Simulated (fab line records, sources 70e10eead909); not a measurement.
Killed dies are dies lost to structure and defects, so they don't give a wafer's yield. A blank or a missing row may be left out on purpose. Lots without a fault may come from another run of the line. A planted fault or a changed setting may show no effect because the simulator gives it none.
Which tool did it? | flow nand_harc | 6 lots, 18 wafers sampled, at 2 steps of a route of 1302

WHAT THE GAUGES READ, wafer by wafer
NHARC_A_DECK1_JOINT_THK_MEAS_14: measures by ellipsometry.
lot  | measured     | on            | thk_nm (nm)
L128 | day 11 17:02 | film_metro-02 | 50.6 53.4 51.9
L132 | day 12 22:49 | film_metro-01 | 50.0 49.3 51.3
L139 | day 16 08:12 | film_metro-01 | 52.6 51.2 51.6
L142 | day 17 18:16 | film_metro-01 | 48.9 52.5 51.9
L147 | day 19 23:22 | film_metro-02 | 49.7 52.3 52.9
L150 | day 20 21:47 | film_metro-02 | 49.8 53.2 53.4

WHICH TOOL RAN EACH LOT (tool, then ch and the chambers of the sampled wafers, then the start)
lot  | NHARC_A_CHANNEL_FILL_D1_ETCHBACK_19
L128 | rie_si-03 ch 0,1,3, day 10 01:11
L132 | rie_si-02 ch 0,2,3, day 11 12:24
L139 | rie_si-05 ch 0,1,3, day 14 21:47
L142 | rie_si-03 ch 0,2,3, day 16 05:39
L147 | rie_si-03 ch 0,2,3, day 18 08:39
L150 | rie_si-02 ch 0,1,2, day 19 08:11
- NHARC_A_CHANNEL_FILL_D1_ETCHBACK_19: etches the open film in HBr/Cl2, target depth 5 nm, time 1.7 s.

THE ANSWER, worked out from the rows above alone
Rule: what is usual is taken from the lots themselves. Put in order of their means at a reading, lots are off if they are a third of the lots or fewer, leave a main group of 4 or more, and stand apart from it by a gap of 3 or more times the standard deviation of the main group's means; of several such gaps the widest counts. A main group whose means are all the same, to the digits that the tables above print for the reading, isn't used. A lot without any number at a reading at which 4 lots or more have one is off too. The other lots that the step has rows for count as sound.
No lot is off at any reading shown: from this, nothing can be told.

WHAT THE SIMULATOR HAD PUT IN
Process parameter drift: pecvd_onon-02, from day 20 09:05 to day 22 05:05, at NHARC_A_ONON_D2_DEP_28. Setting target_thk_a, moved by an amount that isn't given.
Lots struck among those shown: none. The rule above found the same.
